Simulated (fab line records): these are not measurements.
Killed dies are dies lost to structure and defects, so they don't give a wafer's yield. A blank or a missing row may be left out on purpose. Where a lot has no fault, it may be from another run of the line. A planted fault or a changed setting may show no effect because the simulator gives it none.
fab line records	flow n5_finfet
record lots=24	wafers=72	last_day=17
route steps=1938 shown BEOL_M8@1379 BEOL_M9@1403
lots that met no fault: from a run of the same line without faults
start_h: the number of hours between the record's first day and the start of the first shown wafer of the lot	wait_h: hours since the lot's step before	" as in the row above	L1.1+2: several wafers, shown together as one row	- value missing, or start not given	* or withheld: withheld	< > ~ a bound
route shown NAME@n: NAME is a module with steps in the file, n the number in the route of the first one	usual: mean/standard deviation taken from wafers without a fault	same: alike in all rows	chamber/n: place in a boat	sites: the reading at each site	_std_site: how widely they spread, as a standard deviation	_edge_site: inner sites' mean taken away from outer sites' mean	radius_mm: how far each site lies from the wafer's centre	mask NAME#n: copy n	behind: the most recent tool/chamber to have shaped the wafer	hold: why the lot went on hold/how many hours it stayed there/how the hold came to an end	device: whichever transistor did not switch (one of n, p or np)	end of line: the tests these same wafers got at the end of their route	where a step has no rows: the recipe by itself	killed: not the wafer's yield, but the dies lost to structure and defects at the first sort	map: a wafer's dies, marking killed ones x, the rest . and places with no die _
set.NAME: setting as actually run; set.NAME@STEP: the setting as run at that earlier step	model.NAME: the simulator's own value behind a step, which no gauge read
route steps across a sampled set of lots; one table per step, one row per wafer
services: the hour from which a tool's chamber was out of use, counted from the record's first day as start_h (under 0 if before that day), plus the number of hours and why
## steps
# step N5_BEOL_M8_STRIP_80
# recipe chemistry=N2/H2	time_s=10	power_w=450	temp_c=40	pressure_mtorr=20	rf_frequency_hz=6e+07	bias_power_w=7	n2_flow_sccm=200	h2_flow_sccm=200
# usual drypump_motor_current_A=5.7/0.45	h2_flow_sccm=200.0/0.61	oes_product_au=0.81/0.093	rf_vpp_V=59.4/0.85	showerhead_plenum_p_Torr=2.59/0.081	throttle_valve_pct=23.60/0.27
# same time_s=10
lot.wafer	tool	chamber	start_h	wait_h	drypump_motor_current_A	h2_flow_sccm	oes_product_au	rf_hours_counter_h	rf_vpp_V	showerhead_plenum_p_Torr	throttle_valve_pct
L074.1	rie_diel-06	2	-	-	6.1	200.7	0.75	172	60.5	2.67	23.46
L074.3	"	1	"	"	6.2	199.4	0.68	232	60.4	2.48	23.49
L074.5	"	2	"	"	6.1	200.4	0.76	-	58.9	2.67	23.47
L075.2	rie_diel-04	3	-	-	5.4	198.6	0.94	11	59.0	2.47	23.11
L075.4	"	1	"	"	5.1	201.3	0.67	240	59.3	2.59	23.87
L075.6	"	3	"	"	5.4	198.9	0.94	-	58.0	2.47	23.09
L076.2	rie_diel-05	2	-	-	6.3	199.1	0.80	108	60.3	2.67	23.63
L076.4	"	1	"	"	5.2	200.8	1.00	3	58.6	2.61	23.46
L076.6	"	0	"	"	6.1	200.1	0.73	-	58.6	2.63	23.29
L077.1	rie_diel-04	3	-	-	5.4	201.2	0.92	15	60.4	2.47	23.08
L077.2	"	0	"	"	5.9	200.2	0.90	26	59.1	2.51	23.62
L077.6	"	3	"	"	5.4	200.3	0.93	-	57.4	2.47	23.09
L078.1	rie_diel-06	2	-	-	6.1	199.9	0.74	180	59.8	2.67	23.47
L078.4	"	3	"	"	5.8	200.3	0.72	205	58.6	2.52	23.93
L078.6	"	3	"	"	5.8	200.3	0.72	-	59.7	2.52	23.95
L079.1	rie_diel-05	3	-	-	5.6	199.9	0.89	29	59.8	2.72	23.92
L079.2	"	1	"	"	5.2	199.8	0.98	10	57.9	2.60	23.48
L079.3	"	2	"	"	6.3	199.7	0.80	115	59.3	2.67	23.64
L080.1	rie_diel-05	2	-	-	6.3	199.9	0.77	118	60.5	2.67	23.66
L080.5	"	2	"	"	6.4	200.2	0.78	-	59.6	2.67	23.64
L080.6	"	1	"	"	5.2	200.3	0.96	-	59.5	2.60	23.48
L081.1	rie_diel-06	2	-	-	6.1	199.7	0.73	188	59.9	2.66	23.49
L081.5	"	3	"	"	5.8	198.8	0.71	-	58.2	2.51	23.96
L081.6	"	2	"	"	6.1	199.4	0.73	-	60.6	2.66	23.48
L082.1	rie_diel-06	2	-	-	6.1	200.6	0.73	194	59.2	2.66	23.50
L082.3	"	0	"	"	5.7	200.4	0.74	158	59.4	2.54	23.53
L082.5	"	1	"	"	6.1	200.0	0.67	-	58.0	2.47	23.50
L083.1	rie_diel-06	2	-	-	6.1	200.2	0.73	195	60.5	2.66	23.48
L083.2	"	0	"	"	5.7	199.0	0.75	159	58.6	2.54	23.53
L083.5	"	0	"	"	5.7	199.9	0.74	-	59.8	2.54	23.54
L085.1	rie_diel-05	1	-	-	5.2	200.6	0.96	22	58.6	2.60	23.49
L085.2	"	2	"	"	6.4	200.1	0.77	126	59.1	2.66	23.66
L085.6	"	1	"	"	5.2	200.3	0.95	-	60.3	2.60	23.48
L084.1	rie_diel-05	1	-	-	5.2	199.4	0.95	22	59.3	2.60	23.49
L084.3	"	2	"	"	6.3	200.0	0.77	126	59.4	2.66	23.65
L084.4	"	0	"	"	6.0	199.5	0.73	221	58.9	2.62	23.32
L086.1	rie_diel-05	1	-	-	5.2	199.6	0.93	28	60.4	2.60	23.49
L086.3	"	0	"	"	6.1	199.8	0.71	227	59.5	2.62	23.31
L086.5	"	2	"	"	6.3	200.1	0.76	-	60.2	2.66	23.65
L087.1	rie_diel-04	1	-	-	5.1	201.4	0.94	10	59.4	2.58	23.75
L087.2	"	3	"	"	5.4	200.4	0.87	43	59.4	2.46	23.13
L087.3	"	0	"	"	5.9	201.0	0.86	55	57.2	2.49	23.67
L088.3	rie_diel-06	2	-	-	6.1	200.6	0.72	206	59.2	2.66	23.51
L088.5	"	3	"	"	5.8	199.4	0.71	-	61.3	2.51	23.95
L088.6	"	2	"	"	6.1	201.1	0.72	-	60.0	2.66	23.51
L089.1	rie_diel-06	3	-	-	5.8	199.9	0.71	226	59.1	2.51	23.98
L089.2	"	0	"	"	5.7	200.5	0.74	171	59.7	2.53	23.55
L089.5	"	2	"	"	6.1	198.7	0.72	-	59.7	2.66	23.51
L090.2	rie_diel-05	2	-	-	6.3	200.6	0.76	138	58.6	2.66	23.68
L090.4	"	3	"	"	5.6	200.2	0.84	52	60.0	2.71	23.93
L090.6	"	2	"	"	6.4	200.2	0.77	-	59.2	2.66	23.68
L091.1	rie_diel-04	0	-	-	5.9	199.4	0.85	64	58.0	2.49	23.69
L091.2	"	2	"	"	4.8	200.4	0.91	22	58.9	2.59	23.82
L091.6	"	3	"	"	5.4	200.6	0.86	-	58.0	2.45	23.15
L092.1	rie_diel-05	3	-	-	5.6	199.8	0.84	57	60.3	2.71	23.95
L092.2	"	0	"	"	6.1	200.2	0.71	236	60.6	2.61	23.33
L092.3	"	2	"	"	6.3	200.4	0.76	142	61.1	2.66	23.68
L094.2	rie_diel-04	0	-	-	5.9	200.3	0.84	75	57.5	2.49	23.71
L094.3	"	3	"	"	5.4	198.8	0.84	59	59.1	2.45	23.14
L094.5	"	2	"	"	4.8	200.1	0.89	-	59.0	2.59	23.84
L093.1	rie_diel-05	0	-	-	6.1	199.5	0.70	245	59.2	2.61	23.33
L093.2	"	3	"	"	5.6	200.4	0.82	65	59.6	2.71	23.95
L093.3	"	2	"	"	6.3	200.1	0.76	151	59.6	2.65	23.68
L095.1	rie_diel-04	0	-	-	5.9	201.0	0.84	75	58.4	2.49	23.71
L095.3	"	2	"	"	4.8	199.6	0.89	33	60.3	2.59	23.85
L095.6	"	2	"	"	4.8	199.7	0.89	-	59.6	2.58	23.83
L096.2	rie_diel-05	1	-	-	5.2	200.7	0.89	51	58.3	2.59	23.53
L096.3	"	3	"	"	5.6	199.5	0.82	71	60.7	2.70	23.99
L096.6	"	3	"	"	5.6	199.7	0.82	-	60.3	2.70	23.96
L097.1	rie_diel-05	2	-	-	6.4	199.5	0.75	155	59.5	2.65	23.68
L097.3	"	3	"	"	5.6	200.6	0.81	73	59.3	2.70	23.97
L097.6	"	2	"	"	6.4	199.7	0.75	-	61.5	2.65	23.69
# step N5_BEOL_M8_PRE_CLEAN_45
# recipe gas=H2/He	time_s=30	temp_c=250
# usual heater_power_w=329/31
# same time_s=30
lot.wafer	tool	chamber	start_h	wait_h	heater_power_w
L074.1	pvd_sputter-03	-	197.69	0.0	327
L074.3	"	-	"	"	336
L074.5	"	-	"	"	329
L075.2	pvd_sputter-02	-	204.13	0.0	273
L075.4	"	-	"	"	379
L075.6	"	-	"	"	346
L076.2	pvd_sputter-03	-	207.05	0.0	312
L076.4	"	-	"	"	303
L076.6	"	-	"	"	329
L077.1	pvd_sputter-03	-	215.95	0.0	320
L077.2	"	-	"	"	297
L077.6	"	-	"	"	315
L078.1	pvd_sputter-01	-	216.02	0.0	371
L078.4	"	-	"	"	350
L078.6	"	-	"	"	349
L079.1	pvd_sputter-01	-	230.68	0.0	363
L079.2	"	-	"	"	307
L079.3	"	-	"	"	369
L080.1	pvd_sputter-03	-	236.53	0.0	315
L080.5	"	-	"	"	340
L080.6	"	-	"	"	298
L081.1	pvd_sputter-01	-	241.01	0.0	303
L081.5	"	-	"	"	361
L081.6	"	-	"	"	352
L082.1	pvd_sputter-03	-	257.69	0.0	346
L082.3	"	-	"	"	321
L082.5	"	-	"	"	341
L083.1	pvd_sputter-02	-	258.82	0.0	389
L083.2	"	-	"	"	316
L083.5	"	-	"	"	313
L085.1	pvd_sputter-01	-	263.02	0.0	356
L085.2	"	-	"	"	367
L085.6	"	-	"	"	303
L084.1	pvd_sputter-03	-	265.80	0.0	297
L084.3	"	-	"	"	315
L084.4	"	-	"	"	335
L086.1	pvd_sputter-03	-	280.54	0.0	325
L086.3	"	-	"	"	316
L086.5	"	-	"	"	326
L087.1	pvd_sputter-02	-	282.68	0.0	331
L087.2	"	-	"	"	345
L087.3	"	-	"	"	278
L088.3	pvd_sputter-02	-	283.00	0.0	319
L088.5	"	-	"	"	275
L088.6	"	-	"	"	321
L089.1	pvd_sputter-03	-	283.88	0.0	340
L089.2	"	-	"	"	322
L089.5	"	-	"	"	297
L090.2	pvd_sputter-01	-	294.81	0.0	361
L090.4	"	-	"	"	354
L090.6	"	-	"	"	346
L091.1	pvd_sputter-02	-	301.12	0.0	317
L091.2	"	-	"	"	355
L091.6	"	-	"	"	394
L092.1	pvd_sputter-02	-	305.41	0.0	387
L092.2	"	-	"	"	281
L092.3	"	-	"	"	359
L094.2	pvd_sputter-02	-	327.67	0.0	278
L094.3	"	-	"	"	323
L094.5	"	-	"	"	322
L093.1	pvd_sputter-02	-	327.75	0.0	278
L093.2	"	-	"	"	345
L093.3	"	-	"	"	319
L095.1	pvd_sputter-01	-	328.55	0.0	351
L095.3	"	-	"	"	370
L095.6	"	-	"	"	351
L096.2	pvd_sputter-02	-	341.92	0.0	382
L096.3	"	-	"	"	352
L096.6	"	-	"	"	285
L097.1	pvd_sputter-01	-	346.12	0.0	354
L097.3	"	-	"	"	364
L097.6	"	-	"	"	301
# step N5_BEOL_M8_INSPECT_58
# recipe inspect_instrument=darkfield	mode=post_dep
# usual raw_defect_count=71/22
lot.wafer	tool	chamber	start_h	wait_h	raw_defect_count
L074.1	defect_inspect-02	-	200.62	0.0	60
L074.3	"	-	"	"	55
L074.5	"	-	"	"	71
L075.2	defect_inspect-01	-	206.12	0.0	56
L075.4	"	-	"	"	59
L075.6	"	-	"	"	54
L076.2	defect_inspect-02	-	209.19	0.0	68
L076.4	"	-	"	"	76
L076.6	"	-	"	"	78
L077.1	defect_inspect-02	-	217.74	0.0	69
L077.2	"	-	"	"	62
L077.6	"	-	"	"	86
L078.1	defect_inspect-01	-	218.01	0.0	79
L078.4	"	-	"	"	118
L078.6	"	-	"	"	77
L079.1	defect_inspect-02	-	233.63	0.0	82
L079.2	"	-	"	"	60
L079.3	"	-	"	"	80
L080.1	defect_inspect-02	-	238.08	0.0	100
L080.5	"	-	"	"	99
L080.6	"	-	"	"	83
L081.1	defect_inspect-01	-	243.88	0.0	83
L081.5	"	-	"	"	79
L081.6	"	-	"	"	43
L082.1	defect_inspect-02	-	260.25	0.0	145
L082.3	"	-	"	"	123
L082.5	"	-	"	"	92
L083.1	defect_inspect-01	-	260.88	0.0	63
L083.2	"	-	"	"	81
L083.5	"	-	"	"	64
L085.1	defect_inspect-01	-	264.68	0.0	78
L085.2	"	-	"	"	112
L085.6	"	-	"	"	74
L084.1	defect_inspect-02	-	267.62	0.0	43
L084.3	"	-	"	"	60
L084.4	"	-	"	"	34
L086.1	defect_inspect-01	-	282.53	0.0	93
L086.3	"	-	"	"	80
L086.5	"	-	"	"	61
L087.1	defect_inspect-02	-	284.78	0.3	70
L087.2	"	-	"	"	69
L087.3	"	-	"	"	94
L088.3	defect_inspect-02	-	284.78	0.2	37
L088.5	"	-	"	"	54
L088.6	"	-	"	"	91
L089.1	defect_inspect-02	-	287.31	0.0	32
L089.2	"	-	"	"	32
L089.5	"	-	"	"	50
L090.2	defect_inspect-01	-	297.00	0.0	50
L090.4	"	-	"	"	67
L090.6	"	-	"	"	39
L091.1	defect_inspect-01	-	302.81	0.0	70
L091.2	"	-	"	"	74
L091.6	"	-	"	"	40
L092.1	defect_inspect-01	-	307.55	0.0	95
L092.2	"	-	"	"	70
L092.3	"	-	"	"	73
L094.2	defect_inspect-01	-	329.48	0.0	84
L094.3	"	-	"	"	91
L094.5	"	-	"	"	92
L093.1	defect_inspect-02	-	329.87	0.0	62
L093.2	"	-	"	"	78
L093.3	"	-	"	"	76
L095.1	defect_inspect-01	-	330.21	0.0	45
L095.3	"	-	"	"	59
L095.6	"	-	"	"	40
L096.2	defect_inspect-01	-	343.62	0.0	99
L096.3	"	-	"	"	65
L096.6	"	-	"	"	69
L097.1	defect_inspect-01	-	348.11	0.0	56
L097.3	"	-	"	"	59
L097.6	"	-	"	"	58
# step N5_BEOL_M9_THK_MEAS_01
# recipe reads=SiCOH_lowk_of_BEOL_M9_ILD_DEP_00
# usual M9_ILD_THK=267/3.8
lot.wafer	tool	chamber	start_h	wait_h	M9_ILD_THK[nm]
L074.1	film_metro-02	-	201.25	0.4	268
L074.3	"	-	"	"	267
L074.5	"	-	"	"	270
L075.2	film_metro-01	-	207.23	0.7	258
L075.4	"	-	"	"	265
L075.6	"	-	"	"	272
L076.2	film_metro-01	-	209.82	0.4	262
L076.4	"	-	"	"	266
L076.6	"	-	"	"	264
L077.1	film_metro-01	-	218.59	0.4	265
L077.2	"	-	"	"	263
L077.6	"	-	"	"	269
L078.1	film_metro-01	-	219.00	0.4	263
L078.4	"	-	"	"	267
L078.6	"	-	"	"	272
L079.1	film_metro-02	-	234.85	0.8	263
L079.2	"	-	"	"	265
L079.3	"	-	"	"	268
L080.1	film_metro-01	-	238.71	0.4	265
L080.5	"	-	"	"	270
L080.6	"	-	"	"	266
L081.1	film_metro-02	-	244.55	0.4	260
L081.5	"	-	"	"	264
L081.6	"	-	"	"	268
L082.1	film_metro-02	-	260.88	0.4	265
L082.3	"	-	"	"	268
L082.5	"	-	"	"	274
L083.1	film_metro-01	-	261.51	0.4	262
L083.2	"	-	"	"	262
L083.5	"	-	"	"	271
L085.1	film_metro-01	-	265.79	0.8	263
L085.2	"	-	"	"	268
L085.6	"	-	"	"	275
L084.1	film_metro-01	-	269.69	1.6	267
L084.3	"	-	"	"	268
L084.4	"	-	"	"	274
L086.1	film_metro-01	-	283.16	0.4	263
L086.3	"	-	"	"	262
L086.5	"	-	"	"	265
L087.1	film_metro-02	-	285.40	0.4	264
L087.2	"	-	"	"	269
L087.3	"	-	"	"	263
L088.3	film_metro-01	-	285.89	0.5	265
L088.5	"	-	"	"	265
L088.6	"	-	"	"	264
L089.1	film_metro-02	-	287.94	0.4	262
L089.2	"	-	"	"	263
L089.5	"	-	"	"	268
L090.2	film_metro-01	-	297.79	0.4	260
L090.4	"	-	"	"	266
L090.6	"	-	"	"	267
L091.1	film_metro-01	-	303.46	0.4	267
L091.2	"	-	"	"	275
L091.6	"	-	"	"	270
L092.1	film_metro-02	-	308.66	0.8	266
L092.2	"	-	"	"	272
L092.3	"	-	"	"	270
L094.2	film_metro-01	-	330.11	0.4	271
L094.3	"	-	"	"	264
L094.5	"	-	"	"	267
L093.1	film_metro-01	-	330.50	0.4	271
L093.2	"	-	"	"	263
L093.3	"	-	"	"	262
L095.1	film_metro-02	-	330.84	0.4	272
L095.3	"	-	"	"	264
L095.6	"	-	"	"	270
L096.2	film_metro-02	-	344.25	0.4	264
L096.3	"	-	"	"	262
L096.6	"	-	"	"	269
L097.1	film_metro-02	-	348.73	0.4	264
L097.3	"	-	"	"	264
L097.6	"	-	"	"	270
# step N5_BEOL_M9_HM_DEP_02
# recipe material=TiN	target_thk_a=200	temp_c=25	chamber_pressure_pa=0.49996
# usual throttle_valve_pct=29.8/0.78
lot.wafer	tool	chamber	start_h	wait_h	throttle_valve_pct
L074.1	pvd_sputter-01	-	201.46	0.2	29.7
L074.3	"	-	"	"	30.1
L074.5	"	-	"	"	30.2
L075.2	pvd_sputter-01	-	207.58	0.3	29.2
L075.4	"	-	"	"	29.7
L075.6	"	-	"	"	29.7
L076.2	pvd_sputter-02	-	210.93	1.1	29.7
L076.4	"	-	"	"	28.2
L076.6	"	-	"	"	28.2
L077.1	pvd_sputter-01	-	220.37	1.7	30.1
L077.2	"	-	"	"	29.6
L077.6	"	-	"	"	29.4
L078.1	pvd_sputter-01	-	220.47	1.4	30.1
L078.4	"	-	"	"	29.1
L078.6	"	-	"	"	29.5
L079.1	pvd_sputter-02	-	236.38	1.5	29.6
L079.2	"	-	"	"	29.6
L079.3	"	-	"	"	28.4
L080.1	pvd_sputter-01	-	240.31	1.5	30.2
L080.5	"	-	"	"	29.0
L080.6	"	-	"	"	29.6
L081.1	pvd_sputter-02	-	246.47	1.9	29.2
L081.5	"	-	"	"	29.6
L081.6	"	-	"	"	28.5
L082.1	pvd_sputter-02	-	262.78	1.8	29.5
L082.3	"	-	"	"	29.7
L082.5	"	-	"	"	29.7
L083.1	pvd_sputter-02	-	262.88	1.3	28.2
L083.2	"	-	"	"	29.7
L083.5	"	-	"	"	30.9
L085.1	pvd_sputter-01	-	266.53	0.7	30.3
L085.2	"	-	"	"	29.5
L085.6	"	-	"	"	30.3
L084.1	pvd_sputter-03	-	270.16	0.4	30.0
L084.3	"	-	"	"	29.3
L084.4	"	-	"	"	31.3
L086.1	pvd_sputter-02	-	283.50	0.3	29.4
L086.3	"	-	"	"	31.1
L086.5	"	-	"	"	29.7
L087.1	pvd_sputter-02	-	286.68	1.2	29.6
L087.2	"	-	"	"	28.1
L087.3	"	-	"	"	31.2
L088.3	pvd_sputter-03	-	286.68	0.7	29.9
L088.5	"	-	"	"	31.1
L088.6	"	-	"	"	28.9
L089.1	pvd_sputter-03	-	288.70	0.7	30.9
L089.2	"	-	"	"	28.9
L089.5	"	-	"	"	29.2
L090.2	pvd_sputter-02	-	300.36	2.5	29.6
L090.4	"	-	"	"	28.2
L090.6	"	-	"	"	29.8
L091.1	pvd_sputter-02	-	304.61	1.1	28.3
L091.2	"	-	"	"	30.9
L091.6	"	-	"	"	30.8
L092.1	pvd_sputter-01	-	310.57	1.9	29.7
L092.2	"	-	"	"	29.2
L092.3	"	-	"	"	30.4
L094.2	pvd_sputter-02	-	330.81	0.6	29.5
L094.3	"	-	"	"	31.1
L094.5	"	-	"	"	29.8
L093.1	pvd_sputter-02	-	331.53	1.0	29.8
L093.2	"	-	"	"	31.2
L093.3	"	-	"	"	29.6
L095.1	pvd_sputter-02	-	331.73	0.8	29.8
L095.3	"	-	"	"	29.6
L095.6	"	-	"	"	30.8
L096.2	pvd_sputter-03	-	345.79	1.5	30.0
L096.3	"	-	"	"	30.8
L096.6	"	-	"	"	29.1
L097.1	pvd_sputter-02	-	349.16	0.4	29.4
L097.3	"	-	"	"	29.6
L097.6	"	-	"	"	29.5
# step N5_BEOL_M9_CD_MEAS_18
# recipe pitch_nm=140	target_cd_nm=70
# usual cd_nm=70.1/0.88
lot.wafer	tool	chamber	start_h	wait_h	cd_nm
L074.1	cd_sem-03	-	202.49	0.0	71.0
L074.3	"	-	"	"	71.0
L074.5	"	-	"	"	70.5
L075.2	cd_sem-03	-	208.62	0.1	69.1
L075.4	"	-	"	"	71.5
L075.6	"	-	"	"	70.9
L076.2	cd_sem-01	-	212.28	0.1	70.0
L076.4	"	-	"	"	69.7
L076.6	"	-	"	"	69.6
L077.1	cd_sem-03	-	221.52	0.0	69.9
L077.2	"	-	"	"	70.2
L077.6	"	-	"	"	69.5
L078.1	cd_sem-03	-	221.66	0.0	69.6
L078.4	"	-	"	"	69.6
L078.6	"	-	"	"	69.7
L079.1	cd_sem-03	-	238.35	0.0	70.8
L079.2	"	-	"	"	70.2
L079.3	"	-	"	"	70.2
L080.1	cd_sem-02	-	241.68	0.0	70.9
L080.5	"	-	"	"	71.0
L080.6	"	-	"	"	69.7
L081.1	cd_sem-03	-	250.61	0.0	69.1
L081.5	"	-	"	"	69.5
L081.6	"	-	"	"	68.6
L082.1	cd_sem-02	-	263.98	0.0	70.9
L082.3	"	-	"	"	71.2
L082.5	"	-	"	"	70.5
L083.1	cd_sem-02	-	264.24	0.0	70.9
L083.2	"	-	"	"	70.8
L083.5	"	-	"	"	70.7
L085.1	cd_sem-02	-	267.68	0.0	69.8
L085.2	"	-	"	"	69.2
L085.6	"	-	"	"	70.1
L084.1	cd_sem-03	-	271.72	0.0	72.7
L084.3	"	-	"	"	71.4
L084.4	"	-	"	"	72.4
L086.1	cd_sem-03	-	284.41	0.0	69.9
L086.3	"	-	"	"	69.0
L086.5	"	-	"	"	69.5
L087.1	cd_sem-02	-	287.93	0.0	70.4
L087.2	"	-	"	"	71.4
L087.3	"	-	"	"	70.3
L088.3	cd_sem-03	-	288.09	0.1	69.1
L088.5	"	-	"	"	68.7
L088.6	"	-	"	"	69.9
L089.1	cd_sem-01	-	290.15	0.0	70.5
L089.2	"	-	"	"	70.7
L089.5	"	-	"	"	71.5
L090.2	cd_sem-02	-	301.59	0.1	69.4
L090.4	"	-	"	"	69.5
L090.6	"	-	"	"	68.7
L091.1	cd_sem-02	-	306.22	0.0	69.3
L091.2	"	-	"	"	69.8
L091.6	"	-	"	"	70.7
L092.1	cd_sem-03	-	311.63	0.0	69.4
L092.2	"	-	"	"	69.4
L092.3	"	-	"	"	69.6
L094.2	cd_sem-03	-	332.01	0.1	70.1
L094.3	"	-	"	"	70.5
L094.5	"	-	"	"	70.6
L093.1	cd_sem-03	-	332.44	0.0	68.8
L093.2	"	-	"	"	69.3
L093.3	"	-	"	"	69.0
L095.1	cd_sem-03	-	332.76	0.0	70.4
L095.3	"	-	"	"	70.1
L095.6	"	-	"	"	70.2
L096.2	cd_sem-01	-	346.83	0.1	70.6
L096.3	"	-	"	"	71.2
L096.6	"	-	"	"	70.8
L097.1	cd_sem-01	-	350.30	0.0	70.3
L097.3	"	-	"	"	69.9
L097.6	"	-	"	"	70.9
## services
tool	chamber	start_h	hours	kind
rie_diel-05	1	178.48	-	clean
rie_diel-05	1	178.48	-	consumable_replace:focus_ring
rie_diel-06	0	207.22	4.4	repair
rie_diel-04	2	217.90	5.7	repair
rie_diel-04	2	223.62	-	clean
rie_diel-04	2	223.62	-	consumable_replace:focus_ring
rie_diel-04	2	223.62	14.5	scheduled_down
rie_diel-04	2	223.62	14.5	vent_cycle
rie_diel-05	0	230.90	5.1	repair
rie_diel-04	1	238.23	-	clean
rie_diel-06	3	245.02	16.7	repair
pvd_sputter-01	-	252.79	1.5	repair
rie_diel-06	1	261.75	-	clean
rie_diel-06	1	261.75	-	consumable_replace:focus_ring
rie_diel-06	1	261.75	17.4	scheduled_down
rie_diel-06	1	261.75	17.4	vent_cycle
rie_diel-06	2	302.78	3.3	repair
rie_diel-04	3	307.04	5.2	repair
rie_diel-04	1	324.53	5.2	repair
rie_diel-05	2	336.31	4.8	repair
rie_diel-05	0	341.11	-	clean
rie_diel-05	0	341.11	-	consumable_replace:focus_ring
rie_diel-05	0	341.11	30.5	scheduled_down
rie_diel-05	0	341.11	30.5	vent_cycle
## key
fault none
